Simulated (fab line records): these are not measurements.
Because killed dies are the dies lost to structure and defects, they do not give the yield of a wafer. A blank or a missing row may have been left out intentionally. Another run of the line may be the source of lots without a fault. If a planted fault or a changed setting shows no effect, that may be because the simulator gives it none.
What tool caused it? / flow n5 finfet / 72 wafers from 24 lots sampled at 5 of the route's 1938 steps

## WHAT EACH GAUGE READ, for each wafer
N5_BEOL_M10_CD_MEAS_35: the cd target is 70 nm. Usual: 70.2 nm for cd nm, sd 0.61.
lot=L074; measured=day 9 19:14; on=cd sem-03; cd nm (nm)=69.8 70.0 69.4; flag=
lot=L075; measured=day 11 01:28; on=cd sem-03; cd nm (nm)=70.9 71.3 70.1; flag=
lot=L076; measured=day 11 09:52; on=cd sem-03; cd nm (nm)=69.8 70.0 70.3; flag=
lot=L077; measured=day 11 10:02; on=cd sem-02; cd nm (nm)=70.5 70.3 70.9; flag=
lot=L078; measured=day 11 15:22; on=cd sem-03; cd nm (nm)=70.8 70.2 69.7; flag=
lot=L082; measured=day 12 10:43; on=cd sem-01; cd nm (nm)=70.8 70.0 70.6; flag=
lot=L080; measured=day 12 11:10; on=cd sem-02; cd nm (nm)=69.9 69.9 71.0; flag=
lot=L079; measured=day 12 11:28; on=cd sem-03; cd nm (nm)=70.4 70.4 70.3; flag=
lot=L085; measured=day 12 16:28; on=cd sem-03; cd nm (nm)=70.0 69.7 69.6; flag=
lot=L081; measured=day 12 18:36; on=cd sem-01; cd nm (nm)=70.0 69.9 69.6; flag=
lot=L083; measured=day 13 04:54; on=cd sem-02; cd nm (nm)=69.8 70.1 70.2; flag=
lot=L084; measured=day 13 06:54; on=cd sem-01; cd nm (nm)=69.6 69.6 69.3; flag=
lot=L087; measured=day 13 12:16; on=cd sem-01; cd nm (nm)=70.2 69.9 71.6; flag=
lot=L088; measured=day 13 13:56; on=cd sem-01; cd nm (nm)=69.9 70.1 69.4; flag=
lot=L086; measured=day 13 15:15; on=cd sem-01; cd nm (nm)=69.7 69.6 69.5; flag=
lot=L089; measured=day 14 04:16; on=cd sem-01; cd nm (nm)=69.4 69.7 70.2; flag=
lot=L090; measured=day 14 19:22; on=cd sem-03; cd nm (nm)=69.2 69.4 70.6; flag=
lot=L091; measured=day 15 04:53; on=cd sem-02; cd nm (nm)=71.1 71.3 69.7; flag=
lot=L093; measured=day 15 05:03; on=cd sem-01; cd nm (nm)=69.4 70.4 69.9; flag=
lot=L092; measured=day 15 14:50; on=cd sem-02; cd nm (nm)=70.9 70.1 71.4; flag=
lot=L094; measured=day 15 15:15; on=cd sem-03; cd nm (nm)=69.9 69.3 70.2; flag=
lot=L095; measured=day 16 13:42; on=cd sem-01; cd nm (nm)=70.6 70.8 70.4; flag=
lot=L096; measured=day 17 00:32; on=cd sem-01; cd nm (nm)=69.5 70.1 69.6; flag=
lot=L097; measured=day 17 01:47; on=cd sem-01; cd nm (nm)=70.2 72.1 70.8; flag=

N5_BEOL_M12_INSPECT_30: inspects for defects (macro). Usual: 2.0 for raw defect count, sd 1.5.
lot=L074; measured=day 10 09:56; on=defect inspect-01; raw defect count=2 3 2; flag=
lot=L075; measured=day 11 11:45; on=defect inspect-01; raw defect count=1 2 2; flag=
lot=L076; measured=day 12 00:16; on=defect inspect-01; raw defect count=3 2 1; flag=
lot=L077; measured=day 12 01:26; on=defect inspect-02; raw defect count=0 1 3; flag=
lot=L078; measured=day 12 08:04; on=defect inspect-01; raw defect count=3 1 0; flag=
lot=L082; measured=day 13 02:10; on=defect inspect-01; raw defect count=2 2 2; flag=
lot=L080; measured=day 13 00:34; on=defect inspect-02; raw defect count=4 0 2; flag=
lot=L079; measured=day 13 02:11; on=defect inspect-01; raw defect count=0 3 0; flag=
lot=L085; measured=day 13 08:59; on=defect inspect-01; raw defect count=2 2 2; flag=
lot=L081; measured=day 13 09:24; on=defect inspect-02; raw defect count=1 0 3; flag=
lot=L083; measured=day 13 16:30; on=defect inspect-02; raw defect count=3 2 1; flag=
lot=L084; measured=day 13 18:36; on=defect inspect-01; raw defect count=1 5 3; flag=
lot=L087; measured=day 13 23:17; on=defect inspect-01; raw defect count=2 1 0; flag=
lot=L088; measured=day 14 02:59; on=defect inspect-01; raw defect count=1 0 0; flag=
lot=L086; measured=day 14 03:15; on=defect inspect-01; raw defect count=2 2 1; flag=
lot=L089; measured=day 14 19:20; on=defect inspect-01; raw defect count=4 3 1; flag=
lot=L090; measured=day 15 13:19; on=defect inspect-01; raw defect count=2 0 1; flag=
lot=L091; measured=day 15 20:23; on=defect inspect-01; raw defect count=2 4 3; flag=
lot=L093; measured=day 15 19:32; on=defect inspect-01; raw defect count=1 5 2; flag=
lot=L092; measured=day 16 00:56; on=defect inspect-01; raw defect count=3 1 3; flag=
lot=L094; measured=day 16 03:30; on=defect inspect-02; raw defect count=1 2 2; flag=
lot=L095; measured=day 17 01:52; on=defect inspect-02; raw defect count=1 5 6; flag=
lot=L096; measured=day 17 12:55; on=defect inspect-01; raw defect count=3 4 3; flag=
lot=L097; measured=day 17 13:25; on=defect inspect-01; raw defect count=0 6 0; flag=

## TOOL THAT RAN EACH LOT (tool first, then ch and the chambers of the sampled wafers, then the start)
lot=L074; N5_BEOL_M10_CURE_72=uv cure-03 ch 0, day 9 19:28; N5_BEOL_M10_DEGAS_44=pvd sputter-01, day 9 22:08; N5_BEOL_M12_VIA_ETCH_16=rie diel-01 ch 1,3, day 10 09:08
lot=L075; N5_BEOL_M10_CURE_72=uv cure-02 ch 0, day 11 01:31; N5_BEOL_M10_DEGAS_44=pvd sputter-03, day 11 01:50; N5_BEOL_M12_VIA_ETCH_16=rie diel-06 ch 0,1, day 11 10:52
lot=L076; N5_BEOL_M10_CURE_72=uv cure-03 ch 0, day 11 10:00; N5_BEOL_M10_DEGAS_44=pvd sputter-02, day 11 10:35; N5_BEOL_M12_VIA_ETCH_16=rie diel-05 ch 0,2,3, day 11 23:27
lot=L077; N5_BEOL_M10_CURE_72=uv cure-03 ch 0, day 11 10:15; N5_BEOL_M10_DEGAS_44=pvd sputter-02, day 11 10:49; N5_BEOL_M12_VIA_ETCH_16=rie diel-06 ch 0,2, day 12 00:39
lot=L078; N5_BEOL_M10_CURE_72=uv cure-01 ch 2, day 11 15:25; N5_BEOL_M10_DEGAS_44=pvd sputter-03, day 11 15:45; N5_BEOL_M12_VIA_ETCH_16=rie diel-01 ch 0,3, day 12 07:16
lot=L082; N5_BEOL_M10_CURE_72=uv cure-01 ch 2, day 12 10:55; N5_BEOL_M10_DEGAS_44=pvd sputter-02, day 12 11:15; N5_BEOL_M12_VIA_ETCH_16=rie diel-01 ch 0,3, day 13 00:19
lot=L080; N5_BEOL_M10_CURE_72=uv cure-03 ch 1, day 12 11:16; N5_BEOL_M10_DEGAS_44=pvd sputter-02, day 12 11:41; N5_BEOL_M12_VIA_ETCH_16=rie diel-06 ch 1,2,3, day 12 23:39
lot=L079; N5_BEOL_M10_CURE_72=uv cure-01 ch 2, day 12 11:31; N5_BEOL_M10_DEGAS_44=pvd sputter-02, day 12 11:51; N5_BEOL_M12_VIA_ETCH_16=rie diel-05 ch 0,1,3, day 13 00:38
lot=L085; N5_BEOL_M10_CURE_72=uv cure-02 ch 1, day 12 16:34; N5_BEOL_M10_DEGAS_44=pvd sputter-01, day 12 16:56; N5_BEOL_M12_VIA_ETCH_16=rie diel-05 ch 0,1,2, day 13 08:07
lot=L081; N5_BEOL_M10_CURE_72=uv cure-03 ch 2, day 12 18:44; N5_BEOL_M10_DEGAS_44=pvd sputter-03, day 12 19:01; N5_BEOL_M12_VIA_ETCH_16=rie diel-01 ch 0,1,3, day 13 08:29
lot=L083; N5_BEOL_M10_CURE_72=uv cure-03 ch 1, day 13 05:05; N5_BEOL_M10_DEGAS_44=pvd sputter-01, day 13 05:16; N5_BEOL_M12_VIA_ETCH_16=rie diel-01 ch 2,3, day 13 15:42
lot=L084; N5_BEOL_M10_CURE_72=uv cure-03 ch 1, day 13 07:13; N5_BEOL_M10_DEGAS_44=pvd sputter-01, day 13 07:26; N5_BEOL_M12_VIA_ETCH_16=rie diel-05 ch 0,2, day 13 17:48
lot=L087; N5_BEOL_M10_CURE_72=uv cure-02 ch 1, day 13 12:19; N5_BEOL_M10_DEGAS_44=pvd sputter-03, day 13 12:46; N5_BEOL_M12_VIA_ETCH_16=rie diel-06 ch 0,1,2, day 13 22:29
lot=L088; N5_BEOL_M10_CURE_72=uv cure-03 ch 1, day 13 14:01; N5_BEOL_M10_DEGAS_44=pvd sputter-01, day 13 14:45; N5_BEOL_M12_VIA_ETCH_16=rie diel-01 ch 0,3, day 14 02:11
lot=L086; N5_BEOL_M10_CURE_72=uv cure-02 ch 1, day 13 15:17; N5_BEOL_M10_DEGAS_44=pvd sputter-02, day 13 15:52; N5_BEOL_M12_VIA_ETCH_16=rie diel-05 ch 0,1,3, day 14 02:16
lot=L089; N5_BEOL_M10_CURE_72=uv cure-01 ch 1, day 14 04:28; N5_BEOL_M10_DEGAS_44=pvd sputter-02, day 14 04:39; N5_BEOL_M12_VIA_ETCH_16=rie diel-06 ch 1,2, day 14 18:25
lot=L090; N5_BEOL_M10_CURE_72=uv cure-01 ch 0, day 14 19:25; N5_BEOL_M10_DEGAS_44=pvd sputter-01, day 14 23:10; N5_BEOL_M12_VIA_ETCH_16=rie diel-05 ch 1,2, day 15 12:24
lot=L091; N5_BEOL_M10_CURE_72=uv cure-02 ch 1, day 15 05:01; N5_BEOL_M10_DEGAS_44=pvd sputter-01, day 15 05:23; N5_BEOL_M12_VIA_ETCH_16=rie diel-01 ch 0,3, day 15 19:29
lot=L093; N5_BEOL_M10_CURE_72=uv cure-02 ch 2, day 15 05:16; N5_BEOL_M10_DEGAS_44=pvd sputter-03, day 15 05:33; N5_BEOL_M12_VIA_ETCH_16=rie diel-01 ch 0,1,2, day 15 18:46
lot=L092; N5_BEOL_M10_CURE_72=uv cure-02 ch 0, day 15 14:56; N5_BEOL_M10_DEGAS_44=pvd sputter-03, day 15 15:13; N5_BEOL_M12_VIA_ETCH_16=rie diel-05 ch 0,1,3, day 16 00:08
lot=L094; N5_BEOL_M10_CURE_72=uv cure-03 ch 1, day 15 15:17; N5_BEOL_M10_DEGAS_44=pvd sputter-01, day 15 16:32; N5_BEOL_M12_VIA_ETCH_16=rie diel-01 ch 0,2,3, day 16 02:42
lot=L095; N5_BEOL_M10_CURE_72=uv cure-02 ch 2, day 16 13:48; N5_BEOL_M10_DEGAS_44=pvd sputter-03, day 16 14:20; N5_BEOL_M12_VIA_ETCH_16=rie diel-05 ch 0,2,3, day 17 00:57
lot=L096; N5_BEOL_M10_CURE_72=uv cure-02 ch 0, day 17 00:34; N5_BEOL_M10_DEGAS_44=pvd sputter-03, day 17 01:14; N5_BEOL_M12_VIA_ETCH_16=rie diel-01 ch 2,3, day 17 11:59
lot=L097; N5_BEOL_M10_CURE_72=uv cure-01 ch 1, day 17 01:56; N5_BEOL_M10_DEGAS_44=pvd sputter-03, day 17 02:40; N5_BEOL_M12_VIA_ETCH_16=rie diel-05 ch 1,2, day 17 12:38
- N5_BEOL_M10_CURE_72: cures SiCOH lowk, time 120 s.
- N5_BEOL_M10_DEGAS_44: time 60 s.
- N5_BEOL_M12_VIA_ETCH_16: etches SiOC in C4F8/O2/Ar, target depth 724.8 nm.

## WHAT THE TOOLS THEMSELVES READ (means of the sampled wafers that have a number; where no wafer has one, the mark that the record gives instead)
N5_BEOL_M10_CURE_72. Usual: lamp power pct 52.31 %, standard deviation 0.049; wafer_temp_C_max 372.1, standard deviation 0.75.
lot=L074; tool=uv cure-03; lamp power pct (%)=52.31; wafer_temp_C_max=372.7; flag=
lot=L075; tool=uv cure-02; lamp power pct (%)=52.32; wafer_temp_C_max=370.7; flag=
lot=L076; tool=uv cure-03; lamp power pct (%)=52.31; wafer_temp_C_max=372.8; flag=
lot=L077; tool=uv cure-03; lamp power pct (%)=52.28; wafer_temp_C_max=372.4; flag=
lot=L078; tool=uv cure-01; lamp power pct (%)=52.34; wafer_temp_C_max=371.8; flag=
lot=L082; tool=uv cure-01; lamp power pct (%)=52.33; wafer_temp_C_max=372.4; flag=
lot=L080; tool=uv cure-03; lamp power pct (%)=52.29; wafer_temp_C_max=372.0; flag=
lot=L079; tool=uv cure-01; lamp power pct (%)=52.30; wafer_temp_C_max=371.8; flag=
lot=L085; tool=uv cure-02; lamp power pct (%)=52.34; wafer_temp_C_max=372.3; flag=
lot=L081; tool=uv cure-03; lamp power pct (%)=52.30; wafer_temp_C_max=371.5; flag=
lot=L083; tool=uv cure-03; lamp power pct (%)=52.33; wafer_temp_C_max=372.0; flag=
lot=L084; tool=uv cure-03; lamp power pct (%)=52.32; wafer_temp_C_max=372.4; flag=
lot=L087; tool=uv cure-02; lamp power pct (%)=52.31; wafer_temp_C_max=372.7; flag=
lot=L088; tool=uv cure-03; lamp power pct (%)=52.34; wafer_temp_C_max=372.5; flag=
lot=L086; tool=uv cure-02; lamp power pct (%)=52.28; wafer_temp_C_max=372.8; flag=
lot=L089; tool=uv cure-01; lamp power pct (%)=52.31; wafer_temp_C_max=373.1; flag=
lot=L090; tool=uv cure-01; lamp power pct (%)=52.30; wafer_temp_C_max=372.5; flag=
lot=L091; tool=uv cure-02; lamp power pct (%)=52.35; wafer_temp_C_max=372.0; flag=
lot=L093; tool=uv cure-02; lamp power pct (%)=52.32; wafer_temp_C_max=371.1; flag=
lot=L092; tool=uv cure-02; lamp power pct (%)=52.27; wafer_temp_C_max=370.9; flag=
lot=L094; tool=uv cure-03; lamp power pct (%)=52.28; wafer_temp_C_max=372.2; flag=
lot=L095; tool=uv cure-02; lamp power pct (%)=52.30; wafer_temp_C_max=371.1; flag=
lot=L096; tool=uv cure-02; lamp power pct (%)=52.33; wafer_temp_C_max=371.3; flag=
lot=L097; tool=uv cure-01; lamp power pct (%)=52.34; wafer_temp_C_max=373.4; flag=

N5_BEOL_M10_DEGAS_44. Usual: 340 W for heater power w, sd 28.
lot=L074; tool=pvd sputter-01; heater power w (W)=307; flag=
lot=L075; tool=pvd sputter-03; heater power w (W)=357; flag=
lot=L076; tool=pvd sputter-02; heater power w (W)=365; flag=
lot=L077; tool=pvd sputter-02; heater power w (W)=366; flag=
lot=L078; tool=pvd sputter-03; heater power w (W)=342; flag=
lot=L082; tool=pvd sputter-02; heater power w (W)=352; flag=
lot=L080; tool=pvd sputter-02; heater power w (W)=371; flag=
lot=L079; tool=pvd sputter-02; heater power w (W)=371; flag=
lot=L085; tool=pvd sputter-01; heater power w (W)=340; flag=
lot=L081; tool=pvd sputter-03; heater power w (W)=325; flag=
lot=L083; tool=pvd sputter-01; heater power w (W)=346; flag=
lot=L084; tool=pvd sputter-01; heater power w (W)=346; flag=
lot=L087; tool=pvd sputter-03; heater power w (W)=340; flag=
lot=L088; tool=pvd sputter-01; heater power w (W)=313; flag=
lot=L086; tool=pvd sputter-02; heater power w (W)=377; flag=
lot=L089; tool=pvd sputter-02; heater power w (W)=358; flag=
lot=L090; tool=pvd sputter-01; heater power w (W)=316; flag=
lot=L091; tool=pvd sputter-01; heater power w (W)=343; flag=
lot=L093; tool=pvd sputter-03; heater power w (W)=344; flag=
lot=L092; tool=pvd sputter-03; heater power w (W)=340; flag=
lot=L094; tool=pvd sputter-01; heater power w (W)=329; flag=
lot=L095; tool=pvd sputter-03; heater power w (W)=343; flag=
lot=L096; tool=pvd sputter-03; heater power w (W)=341; flag=
lot=L097; tool=pvd sputter-03; heater power w (W)=332; flag=

N5_BEOL_M12_VIA_ETCH_16. Usual: chamber pressure mTorr 30.001 mTorr, standard deviation 0.025; drypump motor current A 5.6 A, standard deviation 0.55; oes product au 0.73 a.u., standard deviation 0.077; rf vpp V 664.7 V, standard deviation 2.8; showerhead plenum p Torr 3.40 Torr, standard deviation 0.095; throttle valve pct 24.15 %, standard deviation 0.27.
lot=L074; tool=rie diel-01; chamber pressure mTorr (mTorr)=30.008; drypump motor current A (A)=5.2; oes product au (a.u.)=0.80; rf vpp V (V)=663.9; showerhead plenum p Torr (Torr)=3.36; throttle valve pct (%)=23.96; flag=
lot=L075; tool=rie diel-06; chamber pressure mTorr (mTorr)=30.011; drypump motor current A (A)=5.1; oes product au (a.u.)=0.67; rf vpp V (V)=663.0; showerhead plenum p Torr (Torr)=3.35; throttle valve pct (%)=24.59; flag=
lot=L076; tool=rie diel-05; chamber pressure mTorr (mTorr)=29.978; drypump motor current A (A)=5.9; oes product au (a.u.)=0.74; rf vpp V (V)=666.7; showerhead plenum p Torr (Torr)=3.45; throttle valve pct (%)=24.11; flag=
lot=L077; tool=rie diel-06; chamber pressure mTorr (mTorr)=30.002; drypump motor current A (A)=6.3; oes product au (a.u.)=0.80; rf vpp V (V)=668.4; showerhead plenum p Torr (Torr)=3.56; throttle valve pct (%)=24.06; flag=
lot=L078; tool=rie diel-01; chamber pressure mTorr (mTorr)=30.013; drypump motor current A (A)=5.0; oes product au (a.u.)=0.74; rf vpp V (V)=661.8; showerhead plenum p Torr (Torr)=3.30; throttle valve pct (%)=24.14; flag=
lot=L082; tool=rie diel-01; chamber pressure mTorr (mTorr)=30.010; drypump motor current A (A)=5.1; oes product au (a.u.)=0.78; rf vpp V (V)=663.3; showerhead plenum p Torr (Torr)=3.32; throttle valve pct (%)=24.05; flag=
lot=L080; tool=rie diel-06; chamber pressure mTorr (mTorr)=30.000; drypump motor current A (A)=5.7; oes product au (a.u.)=0.78; rf vpp V (V)=667.8; showerhead plenum p Torr (Torr)=3.52; throttle valve pct (%)=24.32; flag=
lot=L079; tool=rie diel-05; chamber pressure mTorr (mTorr)=29.987; drypump motor current A (A)=6.0; oes product au (a.u.)=0.74; rf vpp V (V)=664.4; showerhead plenum p Torr (Torr)=3.40; throttle valve pct (%)=24.21; flag=
lot=L085; tool=rie diel-05; chamber pressure mTorr (mTorr)=30.003; drypump motor current A (A)=5.8; oes product au (a.u.)=0.81; rf vpp V (V)=665.8; showerhead plenum p Torr (Torr)=3.40; throttle valve pct (%)=23.96; flag=
lot=L081; tool=rie diel-01; chamber pressure mTorr (mTorr)=29.996; drypump motor current A (A)=5.1; oes product au (a.u.)=0.71; rf vpp V (V)=663.0; showerhead plenum p Torr (Torr)=3.33; throttle valve pct (%)=24.09; flag=
lot=L083; tool=rie diel-01; chamber pressure mTorr (mTorr)=29.991; drypump motor current A (A)=6.0; oes product au (a.u.)=0.74; rf vpp V (V)=664.5; showerhead plenum p Torr (Torr)=3.42; throttle valve pct (%)=23.90; flag=
lot=L084; tool=rie diel-05; chamber pressure mTorr (mTorr)=29.991; drypump motor current A (A)=5.9; oes product au (a.u.)=0.77; rf vpp V (V)=664.6; showerhead plenum p Torr (Torr)=3.38; throttle valve pct (%)=23.92; flag=
lot=L087; tool=rie diel-06; chamber pressure mTorr (mTorr)=30.029; drypump motor current A (A)=5.7; oes product au (a.u.)=0.71; rf vpp V (V)=666.3; showerhead plenum p Torr (Torr)=3.44; throttle valve pct (%)=24.35; flag=
lot=L088; tool=rie diel-01; chamber pressure mTorr (mTorr)=30.010; drypump motor current A (A)=5.0; oes product au (a.u.)=0.73; rf vpp V (V)=662.1; showerhead plenum p Torr (Torr)=3.29; throttle valve pct (%)=24.18; flag=
lot=L086; tool=rie diel-05; chamber pressure mTorr (mTorr)=29.998; drypump motor current A (A)=6.0; oes product au (a.u.)=0.73; rf vpp V (V)=665.0; showerhead plenum p Torr (Torr)=3.40; throttle valve pct (%)=24.23; flag=
lot=L089; tool=rie diel-06; chamber pressure mTorr (mTorr)=30.016; drypump motor current A (A)=6.0; oes product au (a.u.)=0.75; rf vpp V (V)=667.5; showerhead plenum p Torr (Torr)=3.50; throttle valve pct (%)=24.20; flag=
lot=L090; tool=rie diel-05; chamber pressure mTorr (mTorr)=29.997; drypump motor current A (A)=5.6; oes product au (a.u.)=0.79; rf vpp V (V)=666.2; showerhead plenum p Torr (Torr)=3.43; throttle valve pct (%)=23.93; flag=
lot=L091; tool=rie diel-01; chamber pressure mTorr (mTorr)=29.985; drypump motor current A (A)=5.0; oes product au (a.u.)=0.71; rf vpp V (V)=662.3; showerhead plenum p Torr (Torr)=3.29; throttle valve pct (%)=24.18; flag=
lot=L093; tool=rie diel-01; chamber pressure mTorr (mTorr)=30.001; drypump motor current A (A)=5.5; oes product au (a.u.)=0.66; rf vpp V (V)=664.1; showerhead plenum p Torr (Torr)=3.36; throttle valve pct (%)=24.11; flag=
lot=L092; tool=rie diel-05; chamber pressure mTorr (mTorr)=29.989; drypump motor current A (A)=6.0; oes product au (a.u.)=0.79; rf vpp V (V)=664.3; showerhead plenum p Torr (Torr)=3.39; throttle valve pct (%)=24.13; flag=
lot=L094; tool=rie diel-01; chamber pressure mTorr (mTorr)=30.026; drypump motor current A (A)=5.5; oes product au (a.u.)=0.72; rf vpp V (V)=663.0; showerhead plenum p Torr (Torr)=3.34; throttle valve pct (%)=24.06; flag=
lot=L095; tool=rie diel-05; chamber pressure mTorr (mTorr)=29.985; drypump motor current A (A)=5.9; oes product au (a.u.)=0.77; rf vpp V (V)=665.7; showerhead plenum p Torr (Torr)=3.43; throttle valve pct (%)=24.08; flag=
lot=L096; tool=rie diel-01; chamber pressure mTorr (mTorr)=30.009; drypump motor current A (A)=6.0; oes product au (a.u.)=0.71; rf vpp V (V)=664.2; showerhead plenum p Torr (Torr)=3.40; throttle valve pct (%)=23.95; flag=
lot=L097; tool=rie diel-05; chamber pressure mTorr (mTorr)=30.021; drypump motor current A (A)=5.6; oes product au (a.u.)=0.77; rf vpp V (V)=666.0; showerhead plenum p Torr (Torr)=3.42; throttle valve pct (%)=23.96; flag=

## THE ANSWER, worked out from the rows above alone
Rule: take the mean of a lot's wafers that have a number; if it is more than 3 standard deviations from the usual mean, the lot is off. A lot without any number at a reading at which 4 lots or more have one is off too. Where the step has rows for the other lots, those lots are counted as sound. Order of review: gauges by route order, followed by the tools' own readings, for which a lot's mean as printed above is used. The first step at which some lot is off is used, and at that step the reading that is off furthest; a lot without a number counts as furthest.
Nothing can be told from this: no lot is off at any reading shown.

## WHAT WAS PUT IN BY THE SIMULATOR
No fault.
